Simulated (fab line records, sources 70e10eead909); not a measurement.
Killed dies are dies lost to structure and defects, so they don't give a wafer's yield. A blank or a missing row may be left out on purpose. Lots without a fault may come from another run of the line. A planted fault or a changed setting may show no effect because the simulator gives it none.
Chamber matching | flow nand_harc | NHARC_P_BONDPAD_CMP_19 on cmp-03: 4 sister chambers
The step polishes, t overpolish 30 s, cu recess touch 16 s, target thk 160.81 nm. 8 wafers are shown with their chamber, then 10 later ones without.

WAFERS WITH THEIR CHAMBER
wafer  | chamber | motor_current_A (A) | overpolish_run_s (s)
L084.1 | 3       | 14.0                | 29.992
L084.4 | 0       | 12.9                | 30.012
L084.5 | 1       | 13.2                | 30.001
L088.4 | 2       | 11.8                | 30.012
L088.5 | 3       | 14.2                | 29.995
L088.6 | 0       | 13.6                | 29.999
L093.1 | 1       | 12.9                | 29.986
L093.2 | 2       | 11.8                | 29.994

WAFERS WITHOUT THEIR CHAMBER
wafer  | motor_current_A (A) | overpolish_run_s (s)
L093.3 | 12.6                | 30.002
L094.1 | 14.1                | 30.005
L094.4 | 13.4                | 29.999
L094.6 | 14.9                | 29.993
L097.3 | 14.2                | 30.018
L097.4 | 12.1                | 30.003
L097.5 | 13.1                | 30.002
L097.1 | 13.1                | 29.995
L097.2 | 11.6                | 30.000
L097.6 | 13.1                | 29.989

WHICH CHAMBER EACH WENT THROUGH
wafer  | from the rows above          | in truth
L093.3 | can't be placed: 1 or 0 or 2 | 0
L094.1 | can't be placed: 3 or 0      | 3
L094.4 | can't be placed: 0 or 1 or 3 | 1
L094.6 | 3                            | 3
L097.3 | can't be placed: 3 or 0      | 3
L097.4 | 2                            | 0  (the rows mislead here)
L097.5 | can't be placed: 0 or 1      | 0
L097.1 | can't be placed: 1 or 0      | 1
L097.2 | 2                            | 2
L097.6 | can't be placed: 1 or 0      | 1
Placed correctly: 2 of 10. Can't be placed from these rows: 7 (the true chamber is among the candidates in 7). Placed wrongly: 1.
How it was worked out, from the rows above alone: a wafer's distance from a chamber is the root of the sum, over the readings, of the square of ((its reading less the chamber's mean) divided by the reading's scatter). The wafer belongs to the nearest chamber; if the next one is less than 2 further off, it can't be placed. A chamber's mean is the mean of its shown wafers. The scatter: the root of (the sum of the squares of (reading less its chamber's mean) over the shown wafers, divided by (wafers less chambers)).
